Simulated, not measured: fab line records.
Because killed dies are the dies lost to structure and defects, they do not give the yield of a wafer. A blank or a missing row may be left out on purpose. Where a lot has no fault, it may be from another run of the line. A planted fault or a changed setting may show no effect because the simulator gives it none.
Comparing a struck lot with a sound one    flow n5_finfet    18 out of 1938 route steps
Sound: the wafers L247.1, L247.3, L247.5. Struck: wafers L265.1, L265.6. (L265.5 of the same lot was not struck and is left out.) The cause comes at the end.
Order at every step that has rows: each side's tool, ch and its chambers, its first start. Under that, the readings that differ: sound wafers    struck wafers    difference of the means    sigmas: that difference in standard deviations of wafers without a fault.
alike: a reading whose means differ by less than 2 such deviations, as well as words and numbers matching on both sides. not compared: withheld readings; readings where some wafer has no value; bounds like >300 that might hide an equal value; numbers whose values overlap and for which the record gives no deviation.
Wherever a step has rows on one side only, a row that says differs or no value, or a row with sigmas, the two part there. Non-overlapping numbers with no deviation appear without sigmas and do not part them. A reading missing from all wafers of one side parts the sides only when that side holds two or more wafers.

first, 3 steps without rows for these wafers: N5_HKMG_FIN_WET_ETCH_65 (etches a-Si in TMAH, stops on TiN, time 49 s, target depth 3 nm); N5_HKMG_FIN_WET_ETCH_81 (etches TiN in SC1, stops on HfO2, time 57 s, target depth 6 nm); N5_HKMG_FIN_WET_ETCH_82 (etches La2O3 in dHCl, stops on HfO2, target depth 2 nm, rinse time 30 s).
N5_HKMG_FIN_ALD_36: deposits TiN, target thk 1 nm, pulse time 1 s, purge time 3 s.
  sound on ald_metal-01 ch 0,3, day 4 13:01; struck on ald_metal-04 ch 1,2, day 9 06:46
  alike: heater_power_w, precursor_pulse_height_rel
N5_HKMG_FIN_THK_MEAS_70: measures by xrf.
  struck on film_metro-01, day 9 07:02; sound on film_metro-02, day 4 13:17
  alike: HK_THK
N5_HKMG_FIN_PWFM_ALD_03: deposits TiN, target thk 2 nm, pulse time 1 s, purge time 3 s.
  sound on ald_metal-02 ch 0,2, day 4 13:19; struck on ald_metal-01 ch 0,1, day 9 07:05
  alike: heater_power_w, precursor_pulse_height_rel
then, 6 steps without rows for these wafers: N5_HKMG_FIN_COAT_29 (time 60 s, resist thk 300 nm); N5_HKMG_FIN_COAT_30 (time 60 s, resist thk 35 nm); N5_HKMG_FIN_COAT_06 (resist thk 90 nm); N5_HKMG_FIN_EBR_08; N5_HKMG_FIN_SOFTBAKE_07 (time 60 s); N5_HKMG_FIN_EXPOSE_09 (exposes mask NWFM).
N5_HKMG_FIN_PEB_10: peb time 60 s.
  sound on litho_track-01 ch 0, day 4 14:05; struck on litho_track-03 ch 0, day 9 07:51
then, 1 step without rows for these wafers: N5_HKMG_FIN_DEVELOP_11 (develop time 30 s).
N5_HKMG_FIN_CD_MEAS_12: target cd 92.8 nm.
  sound on cd_sem-02 ch 0, day 4 14:10; struck on cd_sem-01 ch 0, day 9 07:55
reading     sound           struck     difference  sigmas
cd_nm (nm)  92.8 92.4 92.7  96.4 95.3  +3.2        +5
N5_HKMG_FIN_OVL_MEAS_13:
  sound on overlay-02 ch 0, day 4 14:11; struck on overlay-02 ch 0, day 9 07:56
  alike: NWFM_OVL
-- here the record skips 7 days between the struck wafers' starts before and after, leaving off in module HKMG_FIN and picking up in module BEOL_M4 (first step shown: number 1111 of the route) --
N5_BEOL_M4_RC_MEAS_101:
  sound on prober-01 ch 0, day 12 02:20; struck on prober-02 ch 0, day 15 22:40
  alike: DIBL_N, DIBL_P, IOFF_N, IOFF_P, ION_N, ION_P, SS_N, SS_P, VT_N, VT_P
N5_PASSIVATION_PROBE_49:
  the record has rows for the sound wafers here (prober-02, day 16 10:54) and none for the struck ones

WHERE THEY PART
Earliest at N5_HKMG_FIN_CD_MEAS_12; latest, in this record, at N5_PASSIVATION_PROBE_49.

WHY: whatever the simulator had introduced
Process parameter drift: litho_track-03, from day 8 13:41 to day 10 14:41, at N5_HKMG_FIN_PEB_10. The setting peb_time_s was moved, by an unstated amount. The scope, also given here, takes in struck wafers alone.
